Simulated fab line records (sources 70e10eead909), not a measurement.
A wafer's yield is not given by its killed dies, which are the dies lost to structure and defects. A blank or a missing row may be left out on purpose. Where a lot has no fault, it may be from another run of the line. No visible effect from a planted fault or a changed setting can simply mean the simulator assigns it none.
Which tool was responsible? ; flow nand-harc ; 12 lots with 36 wafers sampled at 4 steps, on a route of 1302 steps

== WHAT EACH GAUGE READ, for each wafer ==
NHARC_A_ONON_D2_THK_MEAS_14: measures by ellipsometry.
lot;measured;on;thk-nm (nm)
L074;day 12 12:09;film-metro-02;1014 1013 1016
L077;day 13 06:18;film-metro-01;1002 1001 1002
L079;day 14 17:56;film-metro-01;1005 1005 1005
L081;day 15 00:28;film-metro-01;1000 1001 1000
L083;day 15 20:25;film-metro-02;1006 1006 1006
L085;day 17 07:52;film-metro-02;994 995 995
L087;day 17 08:02;film-metro-02;998 999 1001
L088;day 18 13:26;film-metro-02;1023 1023 1023
L091;day 19 09:28;film-metro-02;1015 1012 1013
L093;day 19 20:28;film-metro-01;991 990 992
L095;day 21 03:22;film-metro-02;1012 1010 1011
L097;day 21 15:57;film-metro-02;1002 1001 1003

== TOOL THAT RAN EACH LOT (tool first, then ch and the chambers of the sampled wafers, then the start) ==
lot;NHARC_A_CHANNEL_HOLE_D1_ETCH_20;NHARC_A_CHANNEL_HOLE_D1_ETCH_26;NHARC_A_CHANNEL_FILL_D1_CMP_10
L074;har-etch-01 ch 0,1, day 8 14:19;har-etch-01 ch 0,1, day 8 17:58;cmp-01 ch 0,3, day 10 19:58
L077;har-etch-01 ch 0,1, day 9 14:42;har-etch-01 ch 0,1, day 9 18:23;cmp-01 ch 0,1, day 11 17:35
L079;har-etch-01 ch 0,1, day 10 16:56;har-etch-01 ch 0,1, day 10 20:35;cmp-01 ch 0,1,3, day 13 02:44
L081;har-etch-02 ch 0,1, day 11 04:41;har-etch-02 ch 0,1, day 11 08:19;cmp-01 ch 1,2,3, day 13 10:02
L083;har-etch-01 ch 0,1, day 12 02:13;har-etch-01 ch 0,1, day 12 05:50;cmp-02 ch 1,3, day 14 05:24
L085;har-etch-01 ch 0,1, day 13 10:45;har-etch-01 ch 0,1, day 13 14:25;cmp-02 ch 0,1,3, day 15 19:14
L087;har-etch-02 ch 0,1, day 13 20:16;har-etch-02 ch 0,1, day 13 23:56;cmp-04 ch 0,1,3, day 15 23:03
L088;har-etch-02 ch 0,1, day 14 15:25;har-etch-02 ch 0,1, day 14 19:04;cmp-04 ch 1,2,3, day 16 22:09
L091;har-etch-01 ch 0,1, day 15 13:33;har-etch-01 ch 0,1, day 15 17:13;cmp-04 ch 0,2,3, day 17 18:35
L093;har-etch-01 ch 0,1, day 16 04:26;har-etch-01 ch 0,1, day 16 08:07;cmp-02 ch 0,2,3, day 18 10:07
L095;har-etch-01 ch 0,1, day 17 09:09;har-etch-01 ch 0,1, day 17 12:49;cmp-01 ch 0,1,3, day 19 14:42
L097;har-etch-02 ch 0,1, day 17 23:01;har-etch-02 ch 0,1, day 18 02:41;cmp-01 ch 0,1,3, day 20 04:14
- NHARC_A_CHANNEL_HOLE_D1_ETCH_20: etches the open film in C4F8/O2/Ar, time 361.9 s, target depth 1600 nm.
- NHARC_A_CHANNEL_HOLE_D1_ETCH_26: etches the open film in C4F8/O2/Ar, time 224.1 s, target depth 300 nm.
- NHARC_A_CHANNEL_FILL_D1_CMP_10: polishes, target thk 150 nm.

== THE ANSWER, worked out from the rows above alone ==
Rule: the lots themselves supply what counts as usual. Put in order of their means at a reading, lots are off if they are a third of the lots or fewer, leave a main group of 4 or more, and stand apart from it by a gap of 3 or more times the standard deviation of the main group's means; of several such gaps the widest counts. A main group whose means are all the same, to the digits that the tables above print for the reading, isn't used. A lot without any number at a reading at which 4 lots or more have one is off too. Any other lot the step has rows for is counted as sound.
None of the lots is off at any reading shown; this tells nothing.

== WHAT THE SIMULATOR PUT IN ==
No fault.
